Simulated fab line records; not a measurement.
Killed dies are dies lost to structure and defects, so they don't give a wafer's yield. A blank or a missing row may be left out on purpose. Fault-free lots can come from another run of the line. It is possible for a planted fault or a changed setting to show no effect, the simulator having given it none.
fab line records || flow nand_harc
record: {"lots": 14, "wafers": 42, "last_day": 33}
route steps=1302 shown P_STI@85 P_GATE@130
lots with no fault: from the same line, run without faults
start_h: hours from the record's first day to the start of the lot's first wafer shown || wait_h: hours elapsed since this lot's preceding step || " the same as in the row above || L1.1+2: a row that stands for several wafers || - no value present, or no start provided || * or withheld: withheld || < > ~ a bound
route shown NAME@n: NAME is a module with steps in the file, n the number in the route of the first one || usual: mean/standard deviation taken from wafers without a fault || same: alike in all rows || chamber/n: place in a boat || sites: each site's reading || _std_site: the standard deviation of these || _edge_site: inner sites' mean taken away from outer sites' mean || radius_mm: for every site, how far away it sits from the centre of the wafer || mask NAME#n: copy n || behind: tool/chamber where the wafer was last shaped || hold: cause of the lot's hold/its duration in hours/its outcome || device: whichever transistor did not switch (one of n, p or np) || end of line: tests run on the same wafers once the route is complete || for a step that has no rows: nothing shown but its recipe || killed: dies that structure and defects cost at the first sort, which is not the same as the wafer's yield || map: a wafer's dies, x killed, . not, _ none there
set.NAME: the run value of the setting; set.NAME@STEP: its run value at that earlier step || model.NAME: the simulator's own value behind a step, which no gauge read
steps of the route over a sample of lots; a table a step, a row a wafer
services: the hour from which a tool's chamber was out of use, counted from the record's first day as start_h (under 0 if before that day), plus the number of hours and why
== steps ==
step: NHARC_P_STI_INSPECT_11
usual: {"raw_defect_count": "5.4/2.8"}
{"lot.wafer": "L213.2", "tool": "defect_inspect-02", "chamber": "-", "start_h": 46.26, "wait_h": 0.0, "raw_defect_count": 3}
{"lot.wafer": "L213.3", "tool": "defect_inspect-02", "chamber": "-", "start_h": 46.26, "wait_h": 0.0, "raw_defect_count": 8}
{"lot.wafer": "L213.6", "tool": "defect_inspect-02", "chamber": "-", "start_h": 46.26, "wait_h": 0.0, "raw_defect_count": 3}
{"lot.wafer": "L214.1", "tool": "defect_inspect-02", "chamber": "-", "start_h": 54.79, "wait_h": 0.0, "raw_defect_count": 3}
{"lot.wafer": "L214.3", "tool": "defect_inspect-02", "chamber": "-", "start_h": 54.79, "wait_h": 0.0, "raw_defect_count": 2}
{"lot.wafer": "L214.6", "tool": "defect_inspect-02", "chamber": "-", "start_h": 54.79, "wait_h": 0.0, "raw_defect_count": 8}
{"lot.wafer": "L215.3", "tool": "defect_inspect-02", "chamber": "-", "start_h": 62.83, "wait_h": 0.0, "raw_defect_count": 6}
{"lot.wafer": "L215.5", "tool": "defect_inspect-02", "chamber": "-", "start_h": 62.83, "wait_h": 0.0, "raw_defect_count": 3}
{"lot.wafer": "L215.6", "tool": "defect_inspect-02", "chamber": "-", "start_h": 62.83, "wait_h": 0.0, "raw_defect_count": 1}
{"lot.wafer": "L216.1", "tool": "defect_inspect-02", "chamber": "-", "start_h": 76.79, "wait_h": 0.0, "raw_defect_count": 4}
{"lot.wafer": "L216.3", "tool": "defect_inspect-02", "chamber": "-", "start_h": 76.79, "wait_h": 0.0, "raw_defect_count": 5}
{"lot.wafer": "L216.5", "tool": "defect_inspect-02", "chamber": "-", "start_h": 76.79, "wait_h": 0.0, "raw_defect_count": 2}
{"lot.wafer": "L217.1", "tool": "defect_inspect-01", "chamber": "-", "start_h": 84.41, "wait_h": 0.0, "raw_defect_count": 5}
{"lot.wafer": "L217.2", "tool": "defect_inspect-01", "chamber": "-", "start_h": 84.41, "wait_h": 0.0, "raw_defect_count": 7}
{"lot.wafer": "L217.5", "tool": "defect_inspect-01", "chamber": "-", "start_h": 84.41, "wait_h": 0.0, "raw_defect_count": 3}
{"lot.wafer": "L218.1", "tool": "defect_inspect-02", "chamber": "-", "start_h": 93.97, "wait_h": 0.0, "raw_defect_count": 7}
{"lot.wafer": "L218.3", "tool": "defect_inspect-02", "chamber": "-", "start_h": 93.97, "wait_h": 0.0, "raw_defect_count": 8}
{"lot.wafer": "L218.4", "tool": "defect_inspect-02", "chamber": "-", "start_h": 93.97, "wait_h": 0.0, "raw_defect_count": 11}
{"lot.wafer": "L222.4", "tool": "defect_inspect-01", "chamber": "-", "start_h": 133.82, "wait_h": 0.0, "raw_defect_count": 11}
{"lot.wafer": "L222.5", "tool": "defect_inspect-01", "chamber": "-", "start_h": 133.82, "wait_h": 0.0, "raw_defect_count": 4}
{"lot.wafer": "L222.6", "tool": "defect_inspect-01", "chamber": "-", "start_h": 133.82, "wait_h": 0.0, "raw_defect_count": 10}
{"lot.wafer": "L223.2", "tool": "defect_inspect-02", "chamber": "-", "start_h": 142.38, "wait_h": 0.0, "raw_defect_count": 4}
{"lot.wafer": "L223.4", "tool": "defect_inspect-02", "chamber": "-", "start_h": 142.38, "wait_h": 0.0, "raw_defect_count": 5}
{"lot.wafer": "L223.5", "tool": "defect_inspect-02", "chamber": "-", "start_h": 142.38, "wait_h": 0.0, "raw_defect_count": 7}
{"lot.wafer": "L225.2", "tool": "defect_inspect-01", "chamber": "-", "start_h": 166.41, "wait_h": 0.0, "raw_defect_count": 7}
{"lot.wafer": "L225.3", "tool": "defect_inspect-01", "chamber": "-", "start_h": 166.41, "wait_h": 0.0, "raw_defect_count": 2}
{"lot.wafer": "L225.4", "tool": "defect_inspect-01", "chamber": "-", "start_h": 166.41, "wait_h": 0.0, "raw_defect_count": 3}
{"lot.wafer": "L230.2", "tool": "defect_inspect-01", "chamber": "-", "start_h": 211.97, "wait_h": 0.0, "raw_defect_count": 3}
{"lot.wafer": "L230.4", "tool": "defect_inspect-01", "chamber": "-", "start_h": 211.97, "wait_h": 0.0, "raw_defect_count": 4}
{"lot.wafer": "L230.5", "tool": "defect_inspect-01", "chamber": "-", "start_h": 211.97, "wait_h": 0.0, "raw_defect_count": 2}
{"lot.wafer": "L233.1", "tool": "defect_inspect-01", "chamber": "-", "start_h": 248.28, "wait_h": 0.0, "raw_defect_count": 6}
{"lot.wafer": "L233.3", "tool": "defect_inspect-01", "chamber": "-", "start_h": 248.28, "wait_h": 0.0, "raw_defect_count": 5}
{"lot.wafer": "L233.6", "tool": "defect_inspect-01", "chamber": "-", "start_h": 248.28, "wait_h": 0.0, "raw_defect_count": 7}
{"lot.wafer": "L234.1", "tool": "defect_inspect-02", "chamber": "-", "start_h": 253.59, "wait_h": 0.0, "raw_defect_count": 4}
{"lot.wafer": "L234.2", "tool": "defect_inspect-02", "chamber": "-", "start_h": 253.59, "wait_h": 0.0, "raw_defect_count": 7}
{"lot.wafer": "L234.3", "tool": "defect_inspect-02", "chamber": "-", "start_h": 253.59, "wait_h": 0.0, "raw_defect_count": 4}
{"lot.wafer": "L235.1", "tool": "defect_inspect-01", "chamber": "-", "start_h": 262.12, "wait_h": 0.0, "raw_defect_count": 5}
{"lot.wafer": "L235.2", "tool": "defect_inspect-01", "chamber": "-", "start_h": 262.12, "wait_h": 0.0, "raw_defect_count": 7}
{"lot.wafer": "L235.6", "tool": "defect_inspect-01", "chamber": "-", "start_h": 262.12, "wait_h": 0.0, "raw_defect_count": 15}
{"lot.wafer": "L236.1", "tool": "defect_inspect-01", "chamber": "-", "start_h": 273.81, "wait_h": 0.0, "raw_defect_count": 4}
{"lot.wafer": "L236.2", "tool": "defect_inspect-01", "chamber": "-", "start_h": 273.81, "wait_h": 0.0, "raw_defect_count": 7}
{"lot.wafer": "L236.3", "tool": "defect_inspect-01", "chamber": "-", "start_h": 273.81, "wait_h": 0.0, "raw_defect_count": 6}
step: NHARC_P_GATE_CVD_17
recipe: {"target_thk_a": 1500, "temp_c": 620, "time_s": 900, "material": "poly-Si"}
usual: {"zone_power_top_pct": "19.7/1.9"}
same: {"time_s": 900}
{"lot.wafer": "L213.2", "tool": "lpcvd_poly-01", "chamber": 0, "start_h": 96.64, "wait_h": 2.7, "zone_power_top_pct": 20.5}
{"lot.wafer": "L213.3", "tool": "lpcvd_poly-01", "chamber": 0, "start_h": 96.64, "wait_h": 2.7, "zone_power_top_pct": 20.7}
{"lot.wafer": "L213.6", "tool": "lpcvd_poly-01", "chamber": 0, "start_h": 96.64, "wait_h": 2.7, "zone_power_top_pct": 20.7}
{"lot.wafer": "L214.1", "tool": "lpcvd_poly-04", "chamber": 0, "start_h": 104.22, "wait_h": 2.7, "zone_power_top_pct": 21.8}
{"lot.wafer": "L214.3", "tool": "lpcvd_poly-04", "chamber": 0, "start_h": 104.22, "wait_h": 2.7, "zone_power_top_pct": 21.9}
{"lot.wafer": "L214.6", "tool": "lpcvd_poly-04", "chamber": 0, "start_h": 104.22, "wait_h": 2.7, "zone_power_top_pct": 21.6}
{"lot.wafer": "L215.3", "tool": "lpcvd_poly-02", "chamber": 0, "start_h": 112.56, "wait_h": 3.4, "zone_power_top_pct": 16.8}
{"lot.wafer": "L215.5", "tool": "lpcvd_poly-02", "chamber": 0, "start_h": 112.56, "wait_h": 3.4, "zone_power_top_pct": 16.7}
{"lot.wafer": "L215.6", "tool": "lpcvd_poly-02", "chamber": 0, "start_h": 112.56, "wait_h": 3.4, "zone_power_top_pct": 16.9}
{"lot.wafer": "L216.1", "tool": "lpcvd_poly-01", "chamber": 0, "start_h": 127.23, "wait_h": 2.7, "zone_power_top_pct": 21.1}
{"lot.wafer": "L216.3", "tool": "lpcvd_poly-01", "chamber": 0, "start_h": 127.23, "wait_h": 2.7, "zone_power_top_pct": 20.8}
{"lot.wafer": "L216.5", "tool": "lpcvd_poly-01", "chamber": 0, "start_h": 127.23, "wait_h": 2.7, "zone_power_top_pct": 20.7}
{"lot.wafer": "L217.1", "tool": "lpcvd_poly-01", "chamber": 0, "start_h": 134.44, "wait_h": 2.5, "zone_power_top_pct": 20.7}
{"lot.wafer": "L217.2", "tool": "lpcvd_poly-01", "chamber": 0, "start_h": 134.44, "wait_h": 2.5, "zone_power_top_pct": 20.8}
{"lot.wafer": "L217.5", "tool": "lpcvd_poly-01", "chamber": 0, "start_h": 134.44, "wait_h": 2.5, "zone_power_top_pct": 20.6}
{"lot.wafer": "L218.1", "tool": "lpcvd_poly-02", "chamber": 0, "start_h": 143.65, "wait_h": 2.6, "zone_power_top_pct": 16.7}
{"lot.wafer": "L218.3", "tool": "lpcvd_poly-02", "chamber": 0, "start_h": 143.65, "wait_h": 2.6, "zone_power_top_pct": 17.0}
{"lot.wafer": "L218.4", "tool": "lpcvd_poly-02", "chamber": 0, "start_h": 143.65, "wait_h": 2.6, "zone_power_top_pct": 17.0}
{"lot.wafer": "L222.4", "tool": "lpcvd_poly-02", "chamber": 0, "start_h": 184.28, "wait_h": 2.6, "zone_power_top_pct": 16.9}
{"lot.wafer": "L222.5", "tool": "lpcvd_poly-02", "chamber": 0, "start_h": 184.28, "wait_h": 2.6, "zone_power_top_pct": 16.7}
{"lot.wafer": "L222.6", "tool": "lpcvd_poly-02", "chamber": 0, "start_h": 184.28, "wait_h": 2.6, "zone_power_top_pct": 16.6}
{"lot.wafer": "L223.2", "tool": "lpcvd_poly-02", "chamber": 0, "start_h": 190.14, "wait_h": 2.6, "zone_power_top_pct": 16.7}
{"lot.wafer": "L223.4", "tool": "lpcvd_poly-02", "chamber": 0, "start_h": 190.14, "wait_h": 2.6, "zone_power_top_pct": 16.9}
{"lot.wafer": "L223.5", "tool": "lpcvd_poly-02", "chamber": 0, "start_h": 190.14, "wait_h": 2.6, "zone_power_top_pct": 17.1}
{"lot.wafer": "L223.2", "tool": "lpcvd_poly-02", "chamber": 0, "start_h": 194.06, "wait_h": 1.7, "zone_power_top_pct": 16.9}
{"lot.wafer": "L223.4", "tool": "lpcvd_poly-02", "chamber": 0, "start_h": 194.06, "wait_h": 1.7, "zone_power_top_pct": 16.8}
{"lot.wafer": "L223.5", "tool": "lpcvd_poly-02", "chamber": 0, "start_h": 194.06, "wait_h": 1.7, "zone_power_top_pct": 17.0}
{"lot.wafer": "L225.2", "tool": "lpcvd_poly-01", "chamber": 0, "start_h": 215.15, "wait_h": 2.5, "zone_power_top_pct": 20.4}
{"lot.wafer": "L225.3", "tool": "lpcvd_poly-01", "chamber": 0, "start_h": 215.15, "wait_h": 2.5, "zone_power_top_pct": 20.7}
{"lot.wafer": "L225.4", "tool": "lpcvd_poly-01", "chamber": 0, "start_h": 215.15, "wait_h": 2.5, "zone_power_top_pct": 20.9}
{"lot.wafer": "L230.2", "tool": "lpcvd_poly-01", "chamber": 0, "start_h": 265.19, "wait_h": 2.5, "zone_power_top_pct": 20.6}
{"lot.wafer": "L230.4", "tool": "lpcvd_poly-01", "chamber": 0, "start_h": 265.19, "wait_h": 2.5, "zone_power_top_pct": 20.6}
{"lot.wafer": "L230.5", "tool": "lpcvd_poly-01", "chamber": 0, "start_h": 265.19, "wait_h": 2.5, "zone_power_top_pct": 20.6}
{"lot.wafer": "L230.2", "tool": "lpcvd_poly-04", "chamber": 0, "start_h": 267.93, "wait_h": 0.6, "zone_power_top_pct": 21.4}
{"lot.wafer": "L230.4", "tool": "lpcvd_poly-04", "chamber": 0, "start_h": 267.93, "wait_h": 0.6, "zone_power_top_pct": 22.0}
{"lot.wafer": "L230.5", "tool": "lpcvd_poly-04", "chamber": 0, "start_h": 267.93, "wait_h": 0.6, "zone_power_top_pct": 21.6}
{"lot.wafer": "L233.1", "tool": "lpcvd_poly-01", "chamber": 0, "start_h": 298.19, "wait_h": 2.5, "zone_power_top_pct": 20.5}
{"lot.wafer": "L233.3", "tool": "lpcvd_poly-01", "chamber": 0, "start_h": 298.19, "wait_h": 2.5, "zone_power_top_pct": 20.6}
{"lot.wafer": "L233.6", "tool": "lpcvd_poly-01", "chamber": 0, "start_h": 298.19, "wait_h": 2.5, "zone_power_top_pct": 20.2}
{"lot.wafer": "L234.1", "tool": "lpcvd_poly-01", "chamber": 0, "start_h": 305.93, "wait_h": 2.5, "zone_power_top_pct": 20.8}
{"lot.wafer": "L234.2", "tool": "lpcvd_poly-01", "chamber": 0, "start_h": 305.93, "wait_h": 2.5, "zone_power_top_pct": 20.6}
{"lot.wafer": "L234.3", "tool": "lpcvd_poly-01", "chamber": 0, "start_h": 305.93, "wait_h": 2.5, "zone_power_top_pct": 21.1}
{"lot.wafer": "L235.1", "tool": "lpcvd_poly-01", "chamber": 0, "start_h": 305.93, "wait_h": 2.5, "zone_power_top_pct": 20.8}
{"lot.wafer": "L235.2", "tool": "lpcvd_poly-01", "chamber": 0, "start_h": 305.93, "wait_h": 2.5, "zone_power_top_pct": 20.8}
{"lot.wafer": "L235.6", "tool": "lpcvd_poly-01", "chamber": 0, "start_h": 305.93, "wait_h": 2.5, "zone_power_top_pct": 20.6}
{"lot.wafer": "L236.1", "tool": "lpcvd_poly-01", "chamber": 0, "start_h": 319.45, "wait_h": 2.5, "zone_power_top_pct": 20.7}
{"lot.wafer": "L236.2", "tool": "lpcvd_poly-01", "chamber": 0, "start_h": 319.45, "wait_h": 2.5, "zone_power_top_pct": 20.8}
{"lot.wafer": "L236.3", "tool": "lpcvd_poly-01", "chamber": 0, "start_h": 319.45, "wait_h": 2.5, "zone_power_top_pct": 20.7}
step: NHARC_P_GATE_CD_MEAS_26
recipe: {"target_cd_nm": 120, "landing_energy_ev": 500}
usual: {"cd_nm": "119.9/0.62"}
{"lot.wafer": "L213.2", "tool": "cd_sem-02", "chamber": 0, "start_h": 101.90, "wait_h": "-", "cd_nm": 120.3}
{"lot.wafer": "L213.3", "tool": "cd_sem-02", "chamber": 0, "start_h": 101.90, "wait_h": "-", "cd_nm": 120.5}
{"lot.wafer": "L213.6", "tool": "cd_sem-02", "chamber": 0, "start_h": 101.90, "wait_h": "-", "cd_nm": 120.2}
{"lot.wafer": "L214.1", "tool": "cd_sem-01", "chamber": 0, "start_h": 108.34, "wait_h": "-", "cd_nm": 119.8}
{"lot.wafer": "L214.3", "tool": "cd_sem-01", "chamber": 0, "start_h": 108.34, "wait_h": "-", "cd_nm": 119.0}
{"lot.wafer": "L214.6", "tool": "cd_sem-01", "chamber": 0, "start_h": 108.34, "wait_h": "-", "cd_nm": 119.4}
{"lot.wafer": "L215.3", "tool": "cd_sem-02", "chamber": 0, "start_h": 116.59, "wait_h": "-", "cd_nm": 120.0}
{"lot.wafer": "L215.5", "tool": "cd_sem-02", "chamber": 0, "start_h": 116.59, "wait_h": "-", "cd_nm": 119.5}
{"lot.wafer": "L215.6", "tool": "cd_sem-02", "chamber": 0, "start_h": 116.59, "wait_h": "-", "cd_nm": 119.1}
{"lot.wafer": "L216.1", "tool": "cd_sem-03", "chamber": 0, "start_h": 131.17, "wait_h": "-", "cd_nm": 120.2}
{"lot.wafer": "L216.3", "tool": "cd_sem-03", "chamber": 0, "start_h": 131.17, "wait_h": "-", "cd_nm": 120.2}
{"lot.wafer": "L216.5", "tool": "cd_sem-03", "chamber": 0, "start_h": 131.17, "wait_h": "-", "cd_nm": 119.8}
{"lot.wafer": "L217.1", "tool": "cd_sem-01", "chamber": 0, "start_h": 138.70, "wait_h": "-", "cd_nm": 119.4}
{"lot.wafer": "L217.2", "tool": "cd_sem-01", "chamber": 0, "start_h": 138.70, "wait_h": "-", "cd_nm": 119.2}
{"lot.wafer": "L217.5", "tool": "cd_sem-01", "chamber": 0, "start_h": 138.70, "wait_h": "-", "cd_nm": 119.5}
{"lot.wafer": "L218.1", "tool": "cd_sem-02", "chamber": 0, "start_h": 150.49, "wait_h": "-", "cd_nm": 119.9}
{"lot.wafer": "L218.3", "tool": "cd_sem-02", "chamber": 0, "start_h": 150.49, "wait_h": "-", "cd_nm": 118.9}
{"lot.wafer": "L218.4", "tool": "cd_sem-02", "chamber": 0, "start_h": 150.49, "wait_h": "-", "cd_nm": 119.3}
{"lot.wafer": "L222.4", "tool": "cd_sem-03", "chamber": 0, "start_h": 189.32, "wait_h": "-", "cd_nm": 120.5}
{"lot.wafer": "L222.5", "tool": "cd_sem-03", "chamber": 0, "start_h": 189.32, "wait_h": "-", "cd_nm": 120.9}
{"lot.wafer": "L222.6", "tool": "cd_sem-03", "chamber": 0, "start_h": 189.32, "wait_h": "-", "cd_nm": 120.4}
{"lot.wafer": "L223.2", "tool": "cd_sem-02", "chamber": 0, "start_h": 200.14, "wait_h": "-", "cd_nm": 120.8}
{"lot.wafer": "L223.4", "tool": "cd_sem-02", "chamber": 0, "start_h": 200.14, "wait_h": "-", "cd_nm": 120.6}
{"lot.wafer": "L223.5", "tool": "cd_sem-02", "chamber": 0, "start_h": 200.14, "wait_h": "-", "cd_nm": 120.4}
{"lot.wafer": "L225.2", "tool": "cd_sem-01", "chamber": 0, "start_h": 220.09, "wait_h": "-", "cd_nm": 120.5}
{"lot.wafer": "L225.3", "tool": "cd_sem-01", "chamber": 0, "start_h": 220.09, "wait_h": "-", "cd_nm": 121.2}
{"lot.wafer": "L225.4", "tool": "cd_sem-01", "chamber": 0, "start_h": 220.09, "wait_h": "-", "cd_nm": 121.3}
{"lot.wafer": "L230.2", "tool": "cd_sem-03", "chamber": 0, "start_h": 272.43, "wait_h": "-", "cd_nm": 119.1}
{"lot.wafer": "L230.4", "tool": "cd_sem-03", "chamber": 0, "start_h": 272.43, "wait_h": "-", "cd_nm": 119.3}
{"lot.wafer": "L230.5", "tool": "cd_sem-03", "chamber": 0, "start_h": 272.43, "wait_h": "-", "cd_nm": 118.6}
{"lot.wafer": "L233.1", "tool": "cd_sem-03", "chamber": 0, "start_h": 302.14, "wait_h": "-", "cd_nm": 120.2}
{"lot.wafer": "L233.3", "tool": "cd_sem-03", "chamber": 0, "start_h": 302.14, "wait_h": "-", "cd_nm": 119.7}
{"lot.wafer": "L233.6", "tool": "cd_sem-03", "chamber": 0, "start_h": 302.14, "wait_h": "-", "cd_nm": 119.6}
{"lot.wafer": "L234.1", "tool": "cd_sem-01", "chamber": 0, "start_h": 310.96, "wait_h": "-", "cd_nm": 119.7}
{"lot.wafer": "L234.2", "tool": "cd_sem-01", "chamber": 0, "start_h": 310.96, "wait_h": "-", "cd_nm": 120.0}
{"lot.wafer": "L234.3", "tool": "cd_sem-01", "chamber": 0, "start_h": 310.96, "wait_h": "-", "cd_nm": 120.6}
{"lot.wafer": "L235.1", "tool": "cd_sem-03", "chamber": 0, "start_h": 311.24, "wait_h": "-", "cd_nm": 119.8}
{"lot.wafer": "L235.2", "tool": "cd_sem-03", "chamber": 0, "start_h": 311.24, "wait_h": "-", "cd_nm": 120.5}
{"lot.wafer": "L235.6", "tool": "cd_sem-03", "chamber": 0, "start_h": 311.24, "wait_h": "-", "cd_nm": 120.3}
{"lot.wafer": "L236.1", "tool": "cd_sem-03", "chamber": 0, "start_h": 325.20, "wait_h": "-", "cd_nm": 120.5}
{"lot.wafer": "L236.2", "tool": "cd_sem-03", "chamber": 0, "start_h": 325.20, "wait_h": "-", "cd_nm": 119.4}
{"lot.wafer": "L236.3", "tool": "cd_sem-03", "chamber": 0, "start_h": 325.20, "wait_h": "-", "cd_nm": 119.2}
step: NHARC_P_GATE_OVL_MEAS_27
usual: {"overlay_x_nm": "0.2/0.98", "overlay_y_nm": "-0.2/0.85"}
{"lot.wafer": "L213.2", "tool": "overlay-01", "chamber": "-", "start_h": 101.98, "wait_h": "-", "overlay_x_nm": -1.3, "overlay_y_nm": -0.8}
{"lot.wafer": "L213.3", "tool": "overlay-01", "chamber": "-", "start_h": 101.98, "wait_h": "-", "overlay_x_nm": -0.8, "overlay_y_nm": -0.8}
{"lot.wafer": "L213.6", "tool": "overlay-01", "chamber": "-", "start_h": 101.98, "wait_h": "-", "overlay_x_nm": -1.6, "overlay_y_nm": -1.2}
{"lot.wafer": "L214.1", "tool": "overlay-01", "chamber": "-", "start_h": 108.43, "wait_h": "-", "overlay_x_nm": 2.1, "overlay_y_nm": -0.7}
{"lot.wafer": "L214.3", "tool": "overlay-01", "chamber": "-", "start_h": 108.43, "wait_h": "-", "overlay_x_nm": 1.7, "overlay_y_nm": -0.7}
{"lot.wafer": "L214.6", "tool": "overlay-01", "chamber": "-", "start_h": 108.43, "wait_h": "-", "overlay_x_nm": 1.5, "overlay_y_nm": 0.1}
{"lot.wafer": "L215.3", "tool": "overlay-02", "chamber": "-", "start_h": 116.67, "wait_h": "-", "overlay_x_nm": 0.0, "overlay_y_nm": -0.1}
{"lot.wafer": "L215.5", "tool": "overlay-02", "chamber": "-", "start_h": 116.67, "wait_h": "-", "overlay_x_nm": -0.7, "overlay_y_nm": 0.3}
{"lot.wafer": "L215.6", "tool": "overlay-02", "chamber": "-", "start_h": 116.67, "wait_h": "-", "overlay_x_nm": -0.7, "overlay_y_nm": 0.6}
{"lot.wafer": "L216.1", "tool": "overlay-02", "chamber": "-", "start_h": 131.26, "wait_h": "-", "overlay_x_nm": 0.2, "overlay_y_nm": -1.0}
{"lot.wafer": "L216.3", "tool": "overlay-02", "chamber": "-", "start_h": 131.26, "wait_h": "-", "overlay_x_nm": 1.1, "overlay_y_nm": -1.4}
{"lot.wafer": "L216.5", "tool": "overlay-02", "chamber": "-", "start_h": 131.26, "wait_h": "-", "overlay_x_nm": 0.3, "overlay_y_nm": -0.8}
{"lot.wafer": "L217.1", "tool": "overlay-02", "chamber": "-", "start_h": 138.79, "wait_h": "-", "overlay_x_nm": 1.7, "overlay_y_nm": 0.4}
{"lot.wafer": "L217.2", "tool": "overlay-02", "chamber": "-", "start_h": 138.79, "wait_h": "-", "overlay_x_nm": 1.4, "overlay_y_nm": 0.1}
{"lot.wafer": "L217.5", "tool": "overlay-02", "chamber": "-", "start_h": 138.79, "wait_h": "-", "overlay_x_nm": 0.8, "overlay_y_nm": 0.9}
{"lot.wafer": "L218.1", "tool": "overlay-01", "chamber": "-", "start_h": 150.58, "wait_h": "-", "overlay_x_nm": 0.0, "overlay_y_nm": -0.9}
{"lot.wafer": "L218.3", "tool": "overlay-01", "chamber": "-", "start_h": 150.58, "wait_h": "-", "overlay_x_nm": -0.6, "overlay_y_nm": -0.8}
{"lot.wafer": "L218.4", "tool": "overlay-01", "chamber": "-", "start_h": 150.58, "wait_h": "-", "overlay_x_nm": -0.2, "overlay_y_nm": -1.0}
{"lot.wafer": "L222.4", "tool": "overlay-01", "chamber": "-", "start_h": 189.40, "wait_h": "-", "overlay_x_nm": 0.4, "overlay_y_nm": -0.4}
{"lot.wafer": "L222.5", "tool": "overlay-01", "chamber": "-", "start_h": 189.40, "wait_h": "-", "overlay_x_nm": 0.6, "overlay_y_nm": -0.4}
{"lot.wafer": "L222.6", "tool": "overlay-01", "chamber": "-", "start_h": 189.40, "wait_h": "-", "overlay_x_nm": -0.2, "overlay_y_nm": -0.6}
{"lot.wafer": "L223.2", "tool": "overlay-02", "chamber": "-", "start_h": 200.25, "wait_h": "-", "overlay_x_nm": 0.4, "overlay_y_nm": 0.3}
{"lot.wafer": "L223.4", "tool": "overlay-02", "chamber": "-", "start_h": 200.25, "wait_h": "-", "overlay_x_nm": 0.3, "overlay_y_nm": 0.7}
{"lot.wafer": "L223.5", "tool": "overlay-02", "chamber": "-", "start_h": 200.25, "wait_h": "-", "overlay_x_nm": 0.0, "overlay_y_nm": 0.6}
{"lot.wafer": "L225.2", "tool": "overlay-01", "chamber": "-", "start_h": 220.18, "wait_h": "-", "overlay_x_nm": -1.1, "overlay_y_nm": 1.9}
{"lot.wafer": "L225.3", "tool": "overlay-01", "chamber": "-", "start_h": 220.18, "wait_h": "-", "overlay_x_nm": -1.0, "overlay_y_nm": 1.4}
{"lot.wafer": "L225.4", "tool": "overlay-01", "chamber": "-", "start_h": 220.18, "wait_h": "-", "overlay_x_nm": -1.3, "overlay_y_nm": 1.1}
{"lot.wafer": "L230.2", "tool": "overlay-02", "chamber": "-", "start_h": 272.52, "wait_h": "-", "overlay_x_nm": -1.4, "overlay_y_nm": -0.3}
{"lot.wafer": "L230.4", "tool": "overlay-02", "chamber": "-", "start_h": 272.52, "wait_h": "-", "overlay_x_nm": -1.7, "overlay_y_nm": -0.5}
{"lot.wafer": "L230.5", "tool": "overlay-02", "chamber": "-", "start_h": 272.52, "wait_h": "-", "overlay_x_nm": -2.3, "overlay_y_nm": 0.0}
{"lot.wafer": "L233.1", "tool": "overlay-02", "chamber": "-", "start_h": 302.23, "wait_h": "-", "overlay_x_nm": -0.6, "overlay_y_nm": 1.1}
{"lot.wafer": "L233.3", "tool": "overlay-02", "chamber": "-", "start_h": 302.23, "wait_h": "-", "overlay_x_nm": -0.7, "overlay_y_nm": 1.9}
{"lot.wafer": "L233.6", "tool": "overlay-02", "chamber": "-", "start_h": 302.23, "wait_h": "-", "overlay_x_nm": -0.1, "overlay_y_nm": 2.4}
{"lot.wafer": "L234.1", "tool": "overlay-02", "chamber": "-", "start_h": 311.07, "wait_h": "-", "overlay_x_nm": 0.5, "overlay_y_nm": -0.3}
{"lot.wafer": "L234.2", "tool": "overlay-02", "chamber": "-", "start_h": 311.07, "wait_h": "-", "overlay_x_nm": 0.9, "overlay_y_nm": -0.9}
{"lot.wafer": "L234.3", "tool": "overlay-02", "chamber": "-", "start_h": 311.07, "wait_h": "-", "overlay_x_nm": 0.5, "overlay_y_nm": -0.5}
{"lot.wafer": "L235.1", "tool": "overlay-01", "chamber": "-", "start_h": 311.32, "wait_h": "-", "overlay_x_nm": -0.2, "overlay_y_nm": 0.4}
{"lot.wafer": "L235.2", "tool": "overlay-01", "chamber": "-", "start_h": 311.32, "wait_h": "-", "overlay_x_nm": -0.1, "overlay_y_nm": 0.6}
{"lot.wafer": "L235.6", "tool": "overlay-01", "chamber": "-", "start_h": 311.32, "wait_h": "-", "overlay_x_nm": -0.7, "overlay_y_nm": 1.1}
{"lot.wafer": "L236.1", "tool": "overlay-02", "chamber": "-", "start_h": 325.29, "wait_h": "-", "overlay_x_nm": -0.8, "overlay_y_nm": -0.5}
{"lot.wafer": "L236.2", "tool": "overlay-02", "chamber": "-", "start_h": 325.29, "wait_h": "-", "overlay_x_nm": -0.9, "overlay_y_nm": -0.1}
{"lot.wafer": "L236.3", "tool": "overlay-02", "chamber": "-", "start_h": 325.29, "wait_h": "-", "overlay_x_nm": -1.0, "overlay_y_nm": -0.3}
== services ==
{"tool": "lpcvd_poly-01", "chamber": "-", "start_h": 160.50, "hours": 2.7, "kind": "repair"}
{"tool": "lpcvd_poly-02", "chamber": "-", "start_h": 206.00, "hours": 26.0, "kind": "pm"}
== key ==
first_sign: {"step": "NHARC_P_GATE_CVD_17", "reading": "visit", "direction": "added"}
effect none on later readings
met_at NHARC_P_GATE_CVD_17
struck_lots L223,L230
sort_left_out L223.2,L223.4,L223.5,L230.2,L230.4,L230.5
tester_left_out L223,L230
not_acting_at NHARC_P_STI_INSPECT_11,NHARC_P_GATE_CD_MEAS_26,NHARC_P_GATE_OVL_MEAS_27
fault: {"kind": "repeated_step_whole", "tool": "lpcvd_poly-01,lpcvd_poly-02,lpcvd_poly-04", "chamber": "-", "onset_h": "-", "steps": "NHARC_P_GATE_CVD_17", "times": 1, "scope": "struck_lots_only"}
tester_left_out: of these lots the tester's yield and bins aren't shown, on N5 and GAA mostly nor the transistor test; their killed dies are dies lost to structure and defects alone, not to doping, threshold or leakage, so they don't give the yield
sort_left_out: the simulated sort isn't trusted on such a fault, so these wafers' sort isn't shown, and their yield isn't known
